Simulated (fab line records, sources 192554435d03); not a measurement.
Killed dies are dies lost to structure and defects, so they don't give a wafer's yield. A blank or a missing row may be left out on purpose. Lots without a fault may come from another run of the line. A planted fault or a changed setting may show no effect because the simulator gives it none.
Which tool did it? | flow n5_finfet | 7 lots, 20 wafers sampled, at 6 steps of a route of 1938

WHAT THE GAUGES READ, wafer by wafer
N5_BEOL_M0_SAQP_CD_MEAS_25: target cd 13.1 nm.
lot  | measured     | on        | cd_nm (nm)
L804 | day 6 02:39  | cd_sem-02 | 12.82 12.64 12.47
L806 | day 6 14:14  | cd_sem-01 | 13.41 12.38
L812 | day 8 07:49  | cd_sem-03 | - - -
L818 | day 9 23:32  | cd_sem-02 | 12.81 12.76 12.74
L819 | day 10 03:36 | cd_sem-03 | 12.86 12.83 12.95
L822 | day 10 20:08 | cd_sem-02 | 12.68 13.03 12.93
L825 | day 11 15:19 | cd_sem-03 | 13.03 13.27 12.73

WHICH TOOL RAN EACH LOT (tool, then ch and the chambers of the sampled wafers, then the start)
lot  | N5_BEOL_M0_SAQP_HM_OPEN_112        | N5_BEOL_M0_SAQP_MANDREL_ETCH_20  | N5_BEOL_M0_SAQP_STRIP_86           | N5_BEOL_M0_SAQP_SPACER1_ETCHBACK_99 | N5_BEOL_M0_SAQP_MANDREL1_REMOVE_100
L804 | rie_diel-05 ch 1,3, day 6 01:17    | rie_si-01 ch 1,2,3, day 6 01:22  | rie_diel-05 ch 0,2,3, day 6 01:28  | rie_diel-01 ch 0,2, day 6 02:27     | rie_si-01 ch 0,2,3, day 6 02:32
L806 | rie_diel-01 ch 0,2, day 6 12:49    | rie_si-05 ch 0,3, day 6 12:54    | rie_diel-05 ch 1,2, day 6 13:00    | rie_diel-01 ch 1,2, day 6 14:02     | rie_si-05 ch 2, day 6 14:08
L812 | rie_diel-05 ch 1,2,3, day 8 06:19  | rie_si-05 ch 0,2,3, day 8 06:24  | rie_diel-04 ch 0,1,2, day 8 06:30  | rie_diel-04 ch 1,2,3, day 8 07:37   | rie_si-03 ch 2,3, day 8 07:43
L818 | rie_diel-05 ch 0,2, day 9 22:08    | rie_si-03 ch 1,2, day 9 22:13    | rie_diel-05 ch 1,3, day 9 22:19    | rie_diel-05 ch 0,1, day 9 23:21     | rie_si-05 ch 0,1,3, day 9 23:26
L819 | rie_diel-05 ch 0,1,2, day 10 01:50 | rie_si-03 ch 0,1,3, day 10 01:55 | rie_diel-05 ch 0,1,3, day 10 02:01 | rie_diel-04 ch 1,2,3, day 10 03:24  | rie_si-03 ch 1,2,3, day 10 03:29
L822 | rie_diel-01 ch 0,1,2, day 10 17:49 | rie_si-05 ch 0,1, day 10 17:53   | rie_diel-04 ch 0,1,3, day 10 17:59 | rie_diel-05 ch 1,2,3, day 10 19:56  | rie_si-03 ch 2,3, day 10 20:01
L825 | rie_diel-05 ch 0,1,3, day 11 13:56 | rie_si-01 ch 0,2,3, day 11 14:01 | rie_diel-04 ch 2,3, day 11 14:07   | rie_diel-05 ch 0,1,2, day 11 15:07  | rie_si-05 ch 1,2,3, day 11 15:12
- N5_BEOL_M0_SAQP_HM_OPEN_112: chemistry CHF3/O2, target SiO2, stops on a-Si, target depth 12 nm, time 13.5 s.
- N5_BEOL_M0_SAQP_MANDREL_ETCH_20: etches a-Si in HBr/Cl2, stops on SiNx, target depth 60 nm, bt time 10 s, time 30 s.
- N5_BEOL_M0_SAQP_STRIP_86: strips in N2/H2.
- N5_BEOL_M0_SAQP_SPACER1_ETCHBACK_99: etches SiO2 in CHF3/O2, target depth 15.4 nm, time 7.7 s.
- N5_BEOL_M0_SAQP_MANDREL1_REMOVE_100: chemistry HBr/Cl2/O2, target a-Si, stops on SiNx, bt time 10 s.

THE ANSWER, worked out from the rows above alone
Rule: what is usual is taken from the lots themselves. Put in order of their means at a reading, lots are off if they are a third of the lots or fewer, leave a main group of 4 or more, and stand apart from it by a gap of 3 or more times the standard deviation of the main group's means; of several such gaps the widest counts. A main group whose means are all the same, to the digits that the tables above print for the reading, isn't used. A lot without any number at a reading at which 4 lots or more have one is off too. The other lots that the step has rows for count as sound.
Off: L812, at N5_BEOL_M0_SAQP_CD_MEAS_25 (cd_nm). Without a number there: L812. The main group: mean 12.85 nm, standard deviation 0.11.
A tool fits if, at a process step before that reading, it ran every lot that is off, and no sound lot after the first of them. The gauges at N5_BEOL_M0_SAQP_CD_MEAS_25 are tried like those tools. None of those tried fits.

WHAT THE SIMULATOR HAD PUT IN
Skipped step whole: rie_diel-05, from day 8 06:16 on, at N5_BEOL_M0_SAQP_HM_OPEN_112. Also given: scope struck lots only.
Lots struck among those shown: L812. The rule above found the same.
